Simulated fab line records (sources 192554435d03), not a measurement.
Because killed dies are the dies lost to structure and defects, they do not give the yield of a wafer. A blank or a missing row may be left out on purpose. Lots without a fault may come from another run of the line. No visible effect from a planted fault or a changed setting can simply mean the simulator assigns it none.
Comparing a struck lot with a sound one / flow n5-finfet / 15 steps out of a route of 1938
Sound: wafers L809.1, L809.2, L809.4. The struck wafers were L814.1, L814.5, L814.6. At the end, the cause is stated.
At each step with rows: each side's tool, then ch and its chambers, then its first start. Under that, the readings that differ: sound wafers / struck wafers / difference of the means / sigmas: that difference in standard deviations of wafers without a fault.
alike: same words and numbers on both sides, and readings whose means sit less than 2 such deviations apart. not compared: any withheld reading, any reading some wafer has no value for, any bound like >300 that may hide the same value, and any number with overlapping values for which the record gives no deviation.
The two part at a step that has a row with sigmas, a row that says differs or no value, or rows on one side only. When numbers do not overlap yet have no deviation, they are printed without sigmas and do not part them. Lack of a reading on every wafer of one side parts them only where that side has two or more wafers.

first, 9 steps without rows for these wafers: N5_BEOL_M4_COAT_76 (time 60 s, resist thk 5 nm); N5_BEOL_M4_COAT_22 (resist thk 30 nm); N5_BEOL_M4_EBR_24; N5_BEOL_M4_SOFTBAKE_23 (time 60 s); N5_BEOL_M4_EXPOSE_25 (exposes mask V3, defocus 5 nm); N5_BEOL_M4_PEB_26 (peb time 60 s); N5_BEOL_M4_DEVELOP_27 (develop time 30 s); N5_BEOL_M4_DESCUM_33 (chemistry O2, time 7 s); N5_BEOL_M4_ETCH_77 (etches underlayer in N2/H2, target depth 6.5 nm, time 5.2 s).
N5_BEOL_M4_ETCH_69: etches SiARC in CF4, target depth 15.6 nm, time 26 s.
  sound on rie-diel-05 ch 0,3, day 7 20:50; struck on rie-diel-05 ch 0,1,3, day 9 09:16
  no value came back on the struck wafers for any of 8 readings (bias-w (W), cf4-flow-sccm (sccm) and others); on the sound wafers bias-w (W) reads 36.07 35.85 36.04
reading=model.CAR-EUV_of_BEOL_M4_COAT_22.thk-nm (nm); sound=11.2 11.2 11; struck=20.2 20.2 20.2; difference=+9.1; sigmas=
  not compared: rf-hours-counter-h
then, 1 step without rows for these wafers: N5_BEOL_M4_ALD_98 (deposits SiO2, target thk 2.5 nm, pulse time 1 s, co reactant pulse time 1 s).
N5_BEOL_M4_ETCHBACK_99: etches SiO2 in CHF3, target depth 5 nm, time 10.4 s.
  sound on rie-diel-04 ch 1,2,3, day 7 23:37; struck on rie-diel-03 ch 0,3, day 9 11:38
reading=oes-product-au (a.u.); sound=0.71 0.71 0.70; struck=0.31 0.27 0.33; difference=-0.40; sigmas=-4
reading=model.CAR-EUV_of_BEOL_M4_COAT_22.thk-nm (nm); sound=10.4 10.4 10.4; struck=19.6 19.6 19.4; difference=+9.1; sigmas=
  alike: drypump-motor-current-A, rf-vpp-V, showerhead-plenum-p-Torr, throttle-valve-pct
  not compared: rf-hours-counter-h
N5_BEOL_M4_ETCH_70: etches SOC in N2/H2, target depth 80 nm, overetch 24 nm, time 130 s.
  sound on rie-diel-04 ch 1,2,3, day 7 23:40; struck on rie-diel-03 ch 0,3, day 9 11:41
reading=oes-product-au (a.u.); sound=0.52 0.54 0.52; struck=0.32 0.27 0.32; difference=-0.22; sigmas=-3
  alike: bias-w, chamber-pressure-mTorr, drypump-motor-current-A, rf-vpp-V, showerhead-plenum-p-Torr, throttle-valve-pct
  not compared: rf-hours-counter-h
N5_BEOL_M4_RC_MEAS_101:
  the record has rows for the sound wafers here (prober-02 ch 0, day 8 04:15) and none for the struck ones
-- record jumps: 4 days separate the struck wafers' starts on either side; left off in module BEOL_M4, taken up again in module PASSIVATION, whose first shown step is the route's number 1936 --
N5_PASSIVATION_PROBE_49:
  sound: prober-02 at day 12 15:05; struck: prober-02 at day 13 16:40
reading=defect-limited-yield (%); sound=90.6 91.4 91.1; struck=0 0 0; difference=-91; sigmas=-65
reading=killed_at_M4_up; sound=11 7 10; struck=1098 1091 1087; difference=+1083; sigmas=+99 or more
reading=killed-dies; sound=111 101 105; struck=1180 1180 1180; difference=+1074; sigmas=+63
reading=killed-on-rim; sound=9 16 13; struck=152 152 152; difference=+139; sigmas=+33
reading=sort_bin_5_function (%); sound=4.7 5.3 4.9; struck=95.5 96.4 95.8; difference=+90.9; sigmas=+99 or more
reading=sort-n-pass; sound=1069 1079 1075; struck=0 0 0; difference=-1074; sigmas=-26
reading=sort-yield-pct (%); sound=91 91 91; struck=0 0 0; difference=-91; sigmas=-26
  alike: killed_at_M0_to_M3, killed-at-contacts, killed-at-front-end, killed-at-other, killed-open, killed-short, sort_bin_6_memory

## WHERE THEY PART
Last at N5_PASSIVATION_PROBE_49 as far as this record goes, first at N5_BEOL_M4_ETCH_69.

WHY: what had been put in by the simulator
At N5_BEOL_M4_ETCH_69, the step was skipped entirely on rie-diel-05 from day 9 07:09 on. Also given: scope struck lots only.
